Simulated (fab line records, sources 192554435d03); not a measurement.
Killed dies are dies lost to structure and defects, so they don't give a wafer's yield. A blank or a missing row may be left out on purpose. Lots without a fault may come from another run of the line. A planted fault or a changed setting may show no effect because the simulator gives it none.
Chamber matching | flow n5_finfet | N5_FIN_CUT_DESCUM_13 on rie_diel-04: 4 sister chambers
The step chemistry O2, time 7 s. 33 wafers are shown with their chamber, then 12 later ones without.

WAFERS WITH THEIR CHAMBER
wafer  | chamber | drypump_motor_current_A (A) | showerhead_plenum_p_Torr (Torr) | throttle_valve_pct (%)
L074.1 | 1       | 5.7                         | 2.12                            | 20.46
L074.5 | 1       | 5.6                         | 2.12                            | 20.46
L074.6 | 2       | 4.7                         | 2.00                            | 20.35
L076.4 | 1       | 5.6                         | 2.12                            | 20.47
L076.5 | 2       | 4.7                         | 2.00                            | 20.33
L076.6 | 3       | 6.4                         | 2.09                            | 20.45
L077.1 | 0       | 5.3                         | 2.11                            | 20.45
L077.3 | 2       | 4.7                         | 2.00                            | 20.35
L077.6 | 0       | 5.3                         | 2.11                            | 20.44
L078.4 | 0       | 5.3                         | 2.11                            | 20.43
L078.5 | 2       | 4.7                         | 2.00                            | 20.33
L078.6 | 1       | 5.7                         | 2.11                            | 20.48
L079.1 | 1       | 5.6                         | 2.11                            | 20.48
L079.3 | 3       | 6.4                         | 2.09                            | 20.45
L079.4 | 2       | 4.8                         | 1.99                            | 20.36
L080.3 | 2       | 4.7                         | 1.99                            | 20.35
L080.4 | 3       | 6.4                         | 2.08                            | 20.44
L080.5 | 2       | 4.7                         | 1.99                            | 20.35
L084.1 | 3       | 6.4                         | 2.08                            | 20.46
L084.4 | 1       | 5.7                         | 2.11                            | 20.49
L084.6 | 2       | 4.7                         | 1.99                            | 20.37
L086.1 | 3       | 6.4                         | 2.08                            | 20.48
L086.2 | 1       | 5.7                         | 2.11                            | 20.50
L086.3 | 1       | 5.6                         | 2.11                            | 20.50
L089.2 | 3       | 6.4                         | 2.08                            | 20.48
L089.3 | 0       | 5.3                         | 2.11                            | 20.24
L089.6 | 2       | 4.7                         | 1.99                            | 20.36
L091.2 | 0       | 5.3                         | 2.11                            | 20.23
L091.3 | 1       | 5.6                         | 2.11                            | 20.52
L091.4 | 3       | 6.4                         | 2.08                            | 20.47
L092.2 | 2       | 4.8                         | 1.99                            | 20.37
L092.4 | 1       | 5.6                         | 2.11                            | 20.51
L092.6 | 3       | 6.4                         | 2.08                            | 20.48

SIGNATURES (means of the wafers above)
reading                  | chamber 0 | chamber 1 | chamber 2 | chamber 3 | scatter within a chamber
drypump_motor_current_A  | 5.300     | 5.640     | 4.720     | 6.400     | 0.0371
showerhead_plenum_p_Torr | 2.1100    | 2.1130    | 1.9940    | 2.0825    | 0.00455
throttle_valve_pct       | 20.3580   | 20.4870   | 20.3520   | 20.4638   | 0.0447
Rule: a wafer's distance from a chamber is the root of the sum, over the readings, of the square of ((its reading less the chamber's mean) divided by the reading's scatter). The wafer belongs to the nearest chamber; if the next one is less than 2 further off, it can't be placed. The scatter: the root of (the sum of the squares of (reading less its chamber's mean) over the shown wafers, divided by (wafers less chambers)).

WAFERS WITHOUT THEIR CHAMBER
wafer  | drypump_motor_current_A (A) | showerhead_plenum_p_Torr (Torr) | throttle_valve_pct (%)
L093.1 | 5.7                         | 2.11                            | 20.51
L093.5 | 4.7                         | 1.99                            | 20.38
L093.6 | 5.7                         | 2.10                            | 20.51
L095.1 | 4.7                         | 1.99                            | 20.37
L095.2 | 6.4                         | 2.08                            | 20.49
L095.4 | 5.7                         | 2.10                            | 20.51
L096.1 | 4.8                         | 1.99                            | 20.39
L096.3 | 6.4                         | 2.08                            | 20.51
L096.5 | 4.8                         | 1.99                            | 20.39
L097.1 | 4.7                         | 1.99                            | 20.37
L097.4 | 6.4                         | 2.07                            | 20.49
L097.5 | 6.4                         | 2.07                            | 20.50

WHICH CHAMBER EACH WENT THROUGH
wafer  | from the rows above | in truth
L093.1 | 1                   | 1
L093.5 | 2                   | 2
L093.6 | 1                   | 1
L095.1 | 2                   | 2
L095.2 | 3                   | 3
L095.4 | 1                   | 1
L096.1 | 2                   | 2
L096.3 | 3                   | 3
L096.5 | 2                   | 2
L097.1 | 2                   | 2
L097.4 | 3                   | 3
L097.5 | 3                   | 3
Placed correctly: 12 of 12. Can't be placed from these rows: 0. Placed wrongly: 0.
